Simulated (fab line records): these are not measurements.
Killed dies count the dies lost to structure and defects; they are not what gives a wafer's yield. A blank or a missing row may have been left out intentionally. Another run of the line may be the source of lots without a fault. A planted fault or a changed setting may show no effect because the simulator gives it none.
Which of the tools did it?	flow nand_harc	11 lots with 33 wafers sampled at 2 steps, on a route of 1302 steps

WHAT EACH GAUGE READ, for each wafer
NHARC_P_CONTACT_CD_MEAS_12: target cd 90 nm.
lot	measured	on	cd_nm (nm)
L991	day 6 03:33	cd_sem-03	90.3 90.5 89.6
L992	day 6 04:26	cd_sem-03	89.9 90.8 90.3
L993	day 6 14:38	cd_sem-02	89.4 89.8 89.1
L998	day 8 17:50	cd_sem-01	89.8 90.3 90.1
L101	day 9 21:23	cd_sem-02	87.3 87.7 87.5
L100	day 9 22:25	cd_sem-03	90.4 90.1 90.6
L109	day 13 18:32	cd_sem-01	89.1 89.1 89.6
L110	day 13 23:45	cd_sem-01	90.4 89.1 89.2
L111	day 14 04:08	cd_sem-02	92.0 91.6 90.9
L112	day 14 16:54	cd_sem-03	90.5 89.3 88.7
L114	day 15 09:57	cd_sem-01	89.6 89.7 90.1

WHAT TOOL EACH LOT RAN ON (gives the tool, then ch and the chambers of the sampled wafers, and finally the start)
lot	NHARC_P_CONTACT_EXPOSE_09
L991	arfi_scanner-02 ch 0, day 6 03:25
L992	arfi_scanner-03 ch 0, day 6 04:19
L993	arfi_scanner-01 ch 0, day 6 14:30
L998	arfi_scanner-03 ch 0, day 8 17:41
L101	arfi_scanner-01 ch 0, day 9 21:15
L100	arfi_scanner-03 ch 0, day 9 22:17
L109	arfi_scanner-01 ch 0, day 13 18:23
L110	arfi_scanner-03 ch 0, day 13 23:37
L111	arfi_scanner-01 ch 0, day 14 03:59
L112	arfi_scanner-01 ch 0, day 14 16:46
L114	arfi_scanner-01 ch 0, day 15 09:49
- NHARC_P_CONTACT_EXPOSE_09: exposes mask P CA, target cd 90 nm.

THE ANSWER, worked out from the rows above alone
Rule: the usual values come from the lots themselves. The widest of any qualifying gaps counts: lots, ordered by their means at a reading, are off when they make up no more than a third of the lots, leave a main group of 4 or more, and stand apart from it by 3 or more times the standard deviation of that group's means. The tables above print the reading to a certain number of digits; a main group whose means all agree to those digits is not used. A lot without any number at a reading at which 4 lots or more have one is off too. Where the step has rows for the other lots, those lots are counted as sound.
No lot is off at any reading shown: from this, nothing can be told.

WHAT WAS PUT IN BY THE SIMULATOR
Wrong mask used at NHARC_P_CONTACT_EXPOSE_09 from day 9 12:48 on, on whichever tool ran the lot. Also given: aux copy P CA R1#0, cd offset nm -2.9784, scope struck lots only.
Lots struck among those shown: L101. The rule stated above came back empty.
